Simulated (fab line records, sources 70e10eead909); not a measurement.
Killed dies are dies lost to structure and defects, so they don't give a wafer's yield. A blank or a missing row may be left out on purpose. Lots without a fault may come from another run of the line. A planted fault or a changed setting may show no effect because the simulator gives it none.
Which tool did it? | flow nand_harc | 6 lots, 18 wafers sampled, at 5 steps of a route of 1302

WHAT THE GAUGES READ, wafer by wafer
NHARC_END_SORT_01.
lot  | measured     | on        | killed_at_array
L140 | day 31 23:22 | prober-01 | 72 73 80

WHICH TOOL RAN EACH LOT (tool, then ch and the chambers of the sampled wafers, then the start)
lot  | NHARC_P_GATE_DEVELOP_25           | NHARC_P_GATE_STRIP_101             | NHARC_P_GATE_DESCUM_48           | NHARC_P_GATE_RTA_64
L129 | litho_track-01 ch 0, day 6 23:00  | rie_diel-03 ch 1,2,3, day 7 10:26  | rie_diel-07 ch 0,1, day 7 11:23  | rtp_anneal-01 ch 0, day 7 20:05
L132 | litho_track-01 ch 0, day 8 15:00  | rie_diel-03 ch 0,1,3, day 9 02:32  | rie_diel-07 ch 1,2, day 9 03:30  | rtp_anneal-01 ch 0, day 9 08:34
L140 | litho_track-01 ch 0, day 11 18:00 | rie_diel-05 ch 1,2,3, day 12 05:49 | rie_diel-05 ch 0,3, day 12 06:56 | rtp_anneal-02 ch 0, day 12 11:55
L142 | litho_track-06 ch 0, day 12 14:00 | rie_diel-05 ch 0,1,3, day 13 04:14 | rie_diel-03 ch 2,3, day 13 05:20 | rtp_anneal-02 ch 0, day 13 10:17
L145 | litho_track-06 ch 0, day 13 15:00 | rie_diel-07 ch 0,2, day 14 04:16   | rie_diel-05 ch 0,3, day 14 05:21 | rtp_anneal-01 ch 0, day 14 10:23
L147 | litho_track-04 ch 0, day 14 09:00 | rie_diel-07 ch 1,2,3, day 14 21:06 | rie_diel-07 ch 0,3, day 14 22:04 | rtp_anneal-02 ch 0, day 15 03:11
- NHARC_P_GATE_DEVELOP_25: develop time 35 s.
- NHARC_P_GATE_STRIP_101: strips in O2, time 20 s.
- NHARC_P_GATE_DESCUM_48: chemistry O2, time 3 s.
- NHARC_P_GATE_RTA_64: time 1 s.

THE ANSWER, worked out from the rows above alone
Rule: what is usual is taken from the lots themselves. Put in order of their means at a reading, lots are off if they are a third of the lots or fewer, leave a main group of 4 or more, and stand apart from it by a gap of 3 or more times the standard deviation of the main group's means; of several such gaps the widest counts. A main group whose means are all the same, to the digits that the tables above print for the reading, isn't used. A lot without any number at a reading at which 4 lots or more have one is off too. The other lots that the step has rows for count as sound.
No lot is off at any reading shown: from this, nothing can be told.

WHAT THE SIMULATOR HAD PUT IN
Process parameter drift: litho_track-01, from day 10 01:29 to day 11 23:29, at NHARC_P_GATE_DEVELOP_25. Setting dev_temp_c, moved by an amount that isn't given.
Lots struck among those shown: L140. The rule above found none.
